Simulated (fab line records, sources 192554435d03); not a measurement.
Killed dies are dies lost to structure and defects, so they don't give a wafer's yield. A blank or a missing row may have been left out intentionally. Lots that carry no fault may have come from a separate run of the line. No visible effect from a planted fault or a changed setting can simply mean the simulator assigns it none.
Chamber matching + flow n5-finfet + N5_MIM_TOP_LITHO_DESCUM_10 on rie-diel-05: 4 sister chambers
The step chemistry O2, time 7.9 s. 8 wafers are shown with their chamber, then 8 later ones without.

## WAFERS PAIRED WITH THEIR CHAMBERS
| wafer  | chamber | showerhead-plenum-p-Torr (Torr) | throttle-valve-pct (%) |
|--------|---------|---------------------------------|------------------------|
| L077.2 | 0       | 2.19                            | 20.20                  |
| L078.1 | 2       | 2.08                            | 20.17                  |
| L078.4 | 1       | 2.20                            | 20.65                  |
| L078.6 | 1       | 2.20                            | 20.66                  |
| L087.1 | 0       | 2.18                            | 20.24                  |
| L087.2 | 3       | 2.22                            | 20.55                  |
| L087.6 | 2       | 2.07                            | 20.21                  |
| L090.2 | 3       | 2.22                            | 20.55                  |

## WAFERS WHOSE CHAMBER IS MISSING
| wafer  | showerhead-plenum-p-Torr (Torr) | throttle-valve-pct (%) |
|--------|---------------------------------|------------------------|
| L090.3 | 2.07                            | 20.20                  |
| L090.6 | 2.07                            | 20.20                  |
| L088.1 | 2.18                            | 20.23                  |
| L088.5 | 2.19                            | 20.70                  |
| L088.6 | 2.07                            | 20.22                  |
| L097.2 | 2.19                            | 20.74                  |
| L097.3 | 2.21                            | 20.58                  |
| L097.6 | 2.06                            | 20.22                  |

## CHAMBER TAKEN BY EACH
| wafer  | from the rows above     | in truth |
|--------|-------------------------|----------|
| L090.3 | 2                       | 2        |
| L090.6 | 2                       | 2        |
| L088.1 | 0                       | 0        |
| L088.5 | 1                       | 1        |
| L088.6 | 2                       | 2        |
| L097.2 | 1                       | 1        |
| L097.3 | can't be placed: 3 or 1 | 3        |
| L097.6 | 2                       | 2        |
Correctly placed: 7 of 8. Not placeable from these rows: 1 (in 1, the candidates include the true chamber). Placed wrongly: 0.
How it was worked out, from the rows above alone: a wafer's distance from a chamber is the root of the sum, over the readings, of the square of ((its reading less the chamber's mean) divided by the reading's scatter). The wafer belongs to the nearest chamber; if the next one is less than 2 further off, it can't be placed. The mean given for a chamber averages the wafers shown for that chamber. The scatter: the root of (the sum of the squares of (reading less its chamber's mean) over the shown wafers, divided by (wafers less chambers)).
